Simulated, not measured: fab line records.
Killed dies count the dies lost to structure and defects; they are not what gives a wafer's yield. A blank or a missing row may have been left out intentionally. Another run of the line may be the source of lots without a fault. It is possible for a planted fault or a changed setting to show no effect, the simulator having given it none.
fab line records	flow n5Finfet
record: lots: 7	wafers: 21
route steps=1938 shown ZERO_LAYER@9 WELL_APT@21 PMOS_HMC_CHANNEL_EPI@63 FIN_SAQP@125 SD_EPI_N@267
startH: hours from the record's first day to the start of the lot's first wafer shown	waitH: time in hours since the lot's previous step	" identical to the entry in the row above	L1.1+2: a row that stands for several wafers	- no value, or no start given	* or withheld: withheld	< > ~ a bound
route shown NAME@n: NAME is a module with steps in the file, n the number in the route of the first one	usual: mean and standard deviation over wafers with no fault	same: alike in all rows	chamber/n: place in a boat	sites: per-site readings	_std_site: how widely they spread, as a standard deviation	_edge_site: inner sites' mean taken away from outer sites' mean	radiusMm: for every site, how far away it sits from the centre of the wafer	mask NAME#n: copy n	behind: tool/chamber where the wafer was last shaped	hold: what put the lot on hold/how long, in hours/how the hold closed	device: the n, p or np transistor that did not switch	end of line: the same wafers' tests at the end of the route	for a step that has no rows: nothing shown but its recipe	killed: count of dies lost to structure and defects at first sort (not the wafer's yield)	map: a wafer's dies, marking killed ones x, the rest . and places with no die _
set.NAME: the run value of the setting; set.NAME@STEP: its run value at that earlier step	model.NAME: the simulator's own value behind a step, which no gauge read
one table per step and one row per wafer, for lots whose settings were changed on purpose
== steps ==
step: N5_ZERO_LAYER_EXPOSE_08
recipe: maskId: ZERO	na: 0.55	sourceShape: conventional	sigmaOuter: 0.8	polarization: unpolarized	defocusNm: 0	targetCdNm: 2000	doseMj: 16.2
lot.wafer	tool	chamber	startH	waitH	mask	set.doseMj
L076.1+3	krfScanner-02	0	24.46	-	ZERO#0	16.65
L076.5	"	0	"	"	ZERO#0	16.2
L077.1+2+4	krfScanner-01	0	30.59	-	ZERO#0	16.2
L081.2	krfScanner-02	0	54.49	-	ZERO#0	16.2
L081.3+5	"	0	"	"	ZERO#0	16.53
L086.4+5+6	krfScanner-02	0	84.48	-	ZERO#0	16.2
L092.1+3	krfScanner-02	0	120.46	-	ZERO#0	16.2
L092.6	"	0	"	"	ZERO#0	16.53
L094.1+6	krfScanner-02	0	132.60	-	ZERO#0	16.2
L094.5	"	0	"	"	ZERO#0	16.97
L096.1+5	krfScanner-01	0	144.49	-	ZERO#0	15.04
L096.6	"	0	"	"	ZERO#0	16.2
step: N5_ZERO_LAYER_PEB_09
recipe: pebTempC: withheld	pebTimeS: *
step: N5_ZERO_LAYER_DEVELOP_10
recipe: developTimeS: 60	rinseLiquid: diw	dry: airSpin	devTempC: 21
step: N5_ZERO_LAYER_HARDBAKE_23
recipe: tempC: 130	timeS: 120
step: N5_ZERO_LAYER_CD_MEAS_11
recipe: targetCdNm: 2000	landingEnergyEv: 500	detector: seInlens
usual: cdNm: 2000.2/1.6
lot.wafer	tool	chamber	startH	waitH	set.doseMj@ZERO_LAYER_EXPOSE_08	cdNm
L076.1	cdSem-01	0	24.64	-	16.65	2006.7
L076.3	"	0	"	"	16.65	2002.0
L076.5	"	0	"	"	16.2	2001.8
L077.1	cdSem-03	0	30.77	-	16.2	1997.5
L077.2	"	0	"	"	16.2	1998.8
L077.4	"	0	"	"	16.2	1999.0
L081.2	cdSem-01	0	54.67	-	16.2	1999.6
L081.3	"	0	"	"	16.53	2002.5
L081.5	"	0	"	"	16.53	2004.1
L086.4	cdSem-03	0	84.65	-	16.2	2001.1
L086.5	"	0	"	"	16.2	2001.0
L086.6	"	0	"	"	16.2	2001.3
L092.1	cdSem-03	0	120.64	-	16.2	2001.3
L092.3	"	0	"	"	16.2	2002.7
L092.6	"	0	"	"	16.53	2003.4
L094.1	cdSem-03	0	132.77	-	16.2	1999.4
L094.5	"	0	"	"	16.97	2008.1
L094.6	"	0	"	"	16.2	1999.4
L096.1	cdSem-03	0	144.66	-	15.04	1986.8
L096.5	"	0	"	"	15.04	1988.6
L096.6	"	0	"	"	16.2	2002.6
step: N5_ZERO_LAYER_DESCUM_16
recipe: chemistry: O2	timeS: 7.9	sourcePowerW: 50	biasPowerW: 20	pressureMtorr: 20	rfFrequencyHz: 2.712e+07	tempC: 40	o2FlowSccm: 225
lot.wafer	tool	chamber	startH	waitH	set.doseMj@ZERO_LAYER_EXPOSE_08	model.ZERO_LAYER.cdNm
L076.1	rieDiel-05	0	24.68	0.0	16.65	2006
L076.3	"	2	"	"	16.65	2003
L076.5	"	1	"	"	16.2	2002
L077.1	rieDiel-03	3	30.80	0.0	16.2	1998
L077.2+4	"	0,3	"	"	16.2	1999
L081.2	rieDiel-04	0	54.70	0.0	16.2	2000
L081.3	"	3	"	"	16.53	2003
L081.5	"	3	"	"	16.53	2004
L086.4+6	rieDiel-04	1,0	84.68	0.0	16.2	2001
L086.5	"	1	"	"	16.2	-
L092.1	rieDiel-05	3	121.19	0.5	16.2	2001
L092.3	"	0	"	"	16.2	2003
L092.6	"	3	"	"	16.53	2004
L094.1	rieDiel-04	0	132.81	0.0	16.2	1999
L094.5	"	0	"	"	16.97	2008
L094.6	"	3	"	"	16.2	2000
L096.1	rieDiel-05	2	144.70	0.0	15.04	1987
L096.5	"	1	"	"	15.04	1989
L096.6	"	2	"	"	16.2	2003
step: N5_WELL_APT_COAT_02
recipe: spinRpm: 1357	resistThkNm: 950
lot.wafer	tool	chamber	startH	waitH	set.spinRpm	model.coat_of_WELL_APT_COAT_02.thkNm
L076.1	lithoTrack-04	0	-	-	1357	948.5
L076.3	"	0	"	"	1236	996.7
L076.5	"	0	"	"	1236	994.3
L077.1	lithoTrack-05	0	-	-	1272	979.2
L077.2	"	0	"	"	1357	951.9
L077.4	"	0	"	"	1272	980.7
L081.2	lithoTrack-04	0	-	-	1488	905.2
L081.3	"	0	"	"	1488	901.5
L081.5	"	0	"	"	1357	944.5
L086.4	lithoTrack-01	0	-	-	1357	953.3
L086.5	"	0	"	"	1357	948.4
L086.6	"	0	"	"	1357	949.8
L092.1	lithoTrack-05	0	-	-	1276	980
L092.3	"	0	"	"	1357	949.7
L092.6	"	0	"	"	1357	948.9
L094.1	lithoTrack-01	0	-	-	1239	991.3
L094.5	"	0	"	"	1239	992.3
L094.6	"	0	"	"	1357	950.6
L096.1	lithoTrack-04	0	-	-	1274	971.6
L096.5	"	0	"	"	1274	975.7
L096.6	"	0	"	"	1357	944.5
step: N5_PMOS_HMC_CHANNEL_EPI_PEB_07
recipe: pebTempC: 110	pebTimeS: 60	resist: CAR-ArF-block
lot.wafer	tool	chamber	startH	waitH	set.pebTimeS
L076.1+3	lithoTrack-04	0	28.90	0.1	65.34
L076.5	"	0	"	"	60
L077.1	lithoTrack-03	0	35.91	0.1	60
L077.2+4	"	0	"	"	73.3
L081.2+5	lithoTrack-02	0	59.44	0.0	47.92
L081.3	"	0	"	"	60
L086.4+5+6	lithoTrack-03	0	89.05	0.0	60
L092.1+6	lithoTrack-04	0	125.43	0.1	53.63
L092.3	"	0	"	"	60
L094.1+5	lithoTrack-02	0	137.92	0.1	60
L094.6	"	0	"	"	56.14
L096.1+6	lithoTrack-03	0	149.03	0.1	66.68
L096.5	"	0	"	"	60
step: N5_PMOS_HMC_CHANNEL_EPI_DEVELOP_08
recipe: developTimeS: 30	developer: TMAH	resist: CAR-ArF-block	devTempC: 23	rinseLiquid: diw	dry: airSpin
lot.wafer	tool	chamber	startH	waitH	set.developTimeS
L076.1	lithoTrack-04	0	-	-	30
L076.3+5	"	0	"	"	25.11
L077.1+2+4	lithoTrack-03	0	-	-	30
L081.2+5	lithoTrack-02	0	-	-	25.72
L081.3	"	0	"	"	30
L086.4+5+6	lithoTrack-03	0	-	-	30
L092.1+3+6	lithoTrack-04	0	-	-	30
L094.1+6	lithoTrack-02	0	-	-	30
L094.5	"	0	"	"	36.38
L096.1+5+6	lithoTrack-03	0	-	-	30
step: N5_PMOS_HMC_CHANNEL_EPI_CD_MEAS_09
recipe: targetCdNm: 237.4	landingEnergyEv: 500	detector: seInlens
usual: cdNm: 237.4/0.81
lot.wafer	tool	chamber	startH	waitH	set.pebTimeS@PMOS_HMC_CHANNEL_EPI_PEB_07	cdNm
L076.1	cdSem-01	0	28.96	-	65.34	241.1
L076.3	"	0	"	"	65.34	239.2
L076.5	"	0	"	"	60	236.4
L077.1	cdSem-02	0	35.98	-	60	237.0
L077.2	"	0	"	"	73.3	244.2
L077.4	"	0	"	"	73.3	244.5
L081.2	cdSem-02	0	59.51	-	47.92	226.1
L081.3	"	0	"	"	60	237.6
L081.5	"	0	"	"	47.92	227.1
L086.4	cdSem-03	0	89.12	-	60	238.0
L086.5	"	0	"	"	60	238.3
L086.6	"	0	"	"	60	237.9
L092.1	cdSem-02	0	125.50	-	53.63	233.0
L092.3	"	0	"	"	60	236.7
L092.6	"	0	"	"	53.63	233.4
L094.1	cdSem-02	0	137.99	-	60	237.5
L094.5	"	0	"	"	60	238.6
L094.6	"	0	"	"	56.14	233.7
L096.1	cdSem-03	0	149.10	-	66.68	242.7
L096.5	"	0	"	"	60	238.4
L096.6	"	0	"	"	66.68	241.9
step: N5_PMOS_HMC_CHANNEL_EPI_DESCUM_14
recipe: chemistry: O2	timeS: 7.9	sourcePowerW: 50	biasPowerW: 20	pressureMtorr: 20	rfFrequencyHz: 2.712e+07	tempC: 40	resist: CAR-ArF-block	o2FlowSccm: 225
lot.wafer	tool	chamber	startH	waitH	set.pebTimeS@PMOS_HMC_CHANNEL_EPI_PEB_07	model.PMOS_HMC_CHANNEL_EPI.cdNm
L076.1	rieDiel-05	3	29.05	0.0	65.34	241.2
L076.3	"	2	"	"	65.34	239
L076.5	"	1	"	"	60	236.5
L077.1	rieDiel-05	1	36.12	0.0	60	237.2
L077.2	"	3	"	"	73.3	243.9
L077.4	"	2	"	"	73.3	244.4
L081.2	rieDiel-05	3	59.73	0.2	47.92	225.8
L081.3	"	2	"	"	60	237.9
L081.5	"	2	"	"	47.92	227
L086.4	rieDiel-03	0	89.22	0.0	60	237.9
L086.5	"	2	"	"	60	238.1
L086.6	"	3	"	"	60	237.6
L092.1	rieDiel-05	2	125.59	0.0	53.63	232.9
L092.3	"	0	"	"	60	237
L092.6	"	2	"	"	53.63	233.3
L094.1	rieDiel-04	0	138.90	0.9	60	237.3
L094.5	"	2	"	"	60	238.5
L094.6	"	3	"	"	56.14	234
L096.1	rieDiel-05	2	149.28	0.1	66.68	242.2
L096.5	"	2	"	"	60	238.5
L096.6	"	3	"	"	66.68	241.8
step: N5_FIN_SAQP_SPACER1_ALD_24
recipe: material: SiO2	targetThkA: 203	tempC: 300	aldPrecursorFamily: BDEAS	aldCoReactant: O2-plasma	pulseTimeS: 1	purgeTimeS: 2	coReactantPurgeTimeS: 2	aldCycles: 218	pressureTorr: 2
lot.wafer	tool	chamber	startH	waitH	set.aldCycles	model.SiO2_of_FIN_SAQP_SPACER1_ALD_24.thkNm
L076.1+3	aldSin-02	0,3	35.11	0.3	218	20.4
L076.5	"	3	"	"	248	23.2
L077.1+4	aldSin-01	0,1	41.77	0.3	218	20.2
L077.2	"	3	"	"	218	20.4
L081.2	aldSin-02	0	66.96	0.7	203	19
L081.3+5	"	3,0	"	"	218	20.4
L086.4+5+6	aldSin-02	1,0,1	96.68	1.3	218	20.2
L092.1	aldSin-01	3	131.82	0.9	191	17.8
L092.3+6	"	2	"	"	218	20.2
L094.1+5+6	aldSin-01	2,1,0	144.42	0.3	218	20.4
L096.1+5	aldSin-02	2,0	155.32	0.3	218	20.4
L096.6	"	1	"	"	218	20.2
step: N5_FIN_SAQP_SPACER1_ETCHBACK_25
recipe: chemistry: CHF3/O2	mode: anisotropicEtchback	target: SiO2	targetDepthA: 244	timeS: 12.2	pressureMtorr: 30	sourceW: 650	biasW: 170	Ar_flow_sccm: 200	CHF3_flow_sccm: 50	O2_flow_sccm: 5	ionEnergyEv: 200
step: N5_FIN_SAQP_MANDREL1_REMOVE_56
recipe: chemistry: HBr/Cl2/O2	btTimeS: 10	target: a-Si	stopOn: SiNx	endpoint: OES-SiCl	overEtchFrac: 1	icpW: 600	biasW: 22	HBr_flow_sccm: 150	Cl2_flow_sccm: 80	O2_flow_sccm: 5	pressureMtorr: 10
lot.wafer	tool	chamber	startH	waitH	set.aldCycles@FIN_SAQP_SPACER1_ALD_24	model.FIN_SAQP.cdNm
L076.1+3	rieSi-06	0,2	35.98	0.1	218	20.4
L076.5	"	1	"	"	248	23.4
L077.1+4	rieSi-06	0,3	42.58	0.1	218	20.2
L077.2	"	2	"	"	218	20.4
L081.2	rieSi-04	0	67.94	0.1	203	19
L081.3+5	"	3,2	"	"	218	20.4
L086.4+5	rieSi-04	1	97.49	0.0	218	20.2
L086.6	"	0	"	"	218	20.4
L092.1	rieSi-06	0	132.81	0.1	191	17.8
L092.3+6	"	3,0	"	"	218	20.2
L094.1+5+6	rieSi-04	3,0,1	145.23	0.1	218	20.4
L096.1+5	rieSi-06	3,0	156.22	0.1	218	20.4
L096.6	"	1	"	"	218	20.2
step: N5_FIN_SAQP_CD_MEAS_27
recipe: targetCdNm: 20	landingEnergyEv: 1000	detector: seInlens	polarity: line
usual: cdNm: 20.30/0.24
lot.wafer	tool	chamber	startH	waitH	set.aldCycles@FIN_SAQP_SPACER1_ALD_24	cdNm
L076.1	cdSem-01	0	36.09	0.1	218	20.60
L076.3	"	0	"	"	218	20.69
L076.5	"	0	"	"	248	23.47
L077.1	cdSem-03	0	42.69	0.1	218	20.37
L077.2	"	0	"	"	218	20.55
L077.4	"	0	"	"	218	20.06
L081.2	cdSem-02	0	68.05	0.1	203	18.99
L081.3	"	0	"	"	218	20.20
L081.5	"	0	"	"	218	20.60
L086.4	cdSem-03	0	97.61	0.1	218	20.47
L086.5	"	0	"	"	218	20.37
L086.6	"	0	"	"	218	20.46
L092.1	cdSem-03	0	132.92	0.1	191	17.56
L092.3	"	0	"	"	218	20.13
L092.6	"	0	"	"	218	20.05
L094.1	cdSem-03	0	145.34	0.1	218	20.39
L094.5	"	0	"	"	218	20.48
L094.6	"	0	"	"	218	20.47
L096.1	cdSem-02	0	156.33	0.1	218	20.49
L096.5	"	0	"	"	218	20.37
L096.6	"	0	"	"	218	20.00
step: N5_SD_EPI_N_EXPOSE_06
recipe: maskId: SD_N_BLK	na: 1.35	sourceShape: conventional	sigmaOuter: 0.8	polarization: unpolarized	targetCdNm: 120	doseMj: 39.75
lot.wafer	tool	chamber	startH	waitH	mask	set.doseMj
L076.1	arfiScanner-02	0	65.74	-	SD_N_BLK#0	39.75
L076.3+5	"	0	"	"	SD_N_BLK#0	37.43
L077.1+2	arfiScanner-02	0	67.56	-	SD_N_BLK#0	42.48
L077.4	"	0	"	"	SD_N_BLK#0	39.75
L081.2+3+5	arfiScanner-02	0	92.06	-	SD_N_BLK#0	39.75
L086.4+5+6	arfiScanner-03	0	122.24	-	SD_N_BLK#0	39.75
L092.1+3+6	arfiScanner-02	0	159.00	-	SD_N_BLK#0	39.75
L094.1+5	arfiScanner-02	0	169.79	-	SD_N_BLK#0	42.36
L094.6	"	0	"	"	SD_N_BLK#0	39.75
L096.1+5	arfiScanner-02	0	179.54	-	SD_N_BLK#0	40.92
L096.6	"	0	"	"	SD_N_BLK#0	39.75
== key ==
split: step: N5_ZERO_LAYER_EXPOSE_08	setting: doseMj	stated: 16.2	by: wafer
response: step: N5_ZERO_LAYER_CD_MEAS_11	reading: cdNm	change: +1.84	per: 1%	r: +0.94
response: step: N5_ZERO_LAYER_DESCUM_16	reading: model.ZERO_LAYER.cdNm	change: +1.86	per: 1%	r: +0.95
split: step: N5_WELL_APT_COAT_02	setting: spinRpm	stated: 1357	by: wafer
response: step: N5_WELL_APT_COAT_02	reading: model.coat_of_WELL_APT_COAT_02.thkNm	change: -4.75	per: 1%	r: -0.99
split: step: N5_PMOS_HMC_CHANNEL_EPI_PEB_07	setting: pebTimeS	stated: 60	by: wafer
response: step: N5_PMOS_HMC_CHANNEL_EPI_CD_MEAS_09	reading: cdNm	change: +0.42	per: 1%	r: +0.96
response: step: N5_PMOS_HMC_CHANNEL_EPI_DESCUM_14	reading: model.PMOS_HMC_CHANNEL_EPI.cdNm	change: +0.417	per: 1%	r: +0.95
split: step: N5_PMOS_HMC_CHANNEL_EPI_DEVELOP_08	setting: developTimeS	stated: 30	by: wafer
response none clear
split: step: N5_FIN_SAQP_SPACER1_ALD_24	setting: aldCycles	stated: 218	by: wafer
response: step: N5_FIN_SAQP_SPACER1_ALD_24	reading: model.SiO2_of_FIN_SAQP_SPACER1_ALD_24.thkNm	change: +0.2	per: 1%	r: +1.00
response: step: N5_FIN_SAQP_MANDREL1_REMOVE_56	reading: model.FIN_SAQP.cdNm	change: +0.207	per: 1%	r: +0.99
response: step: N5_FIN_SAQP_CD_MEAS_27	reading: cdNm	change: +0.205	per: 1%	r: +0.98
split: step: N5_SD_EPI_N_EXPOSE_06	setting: doseMj	stated: 39.75	by: wafer
response none in this file
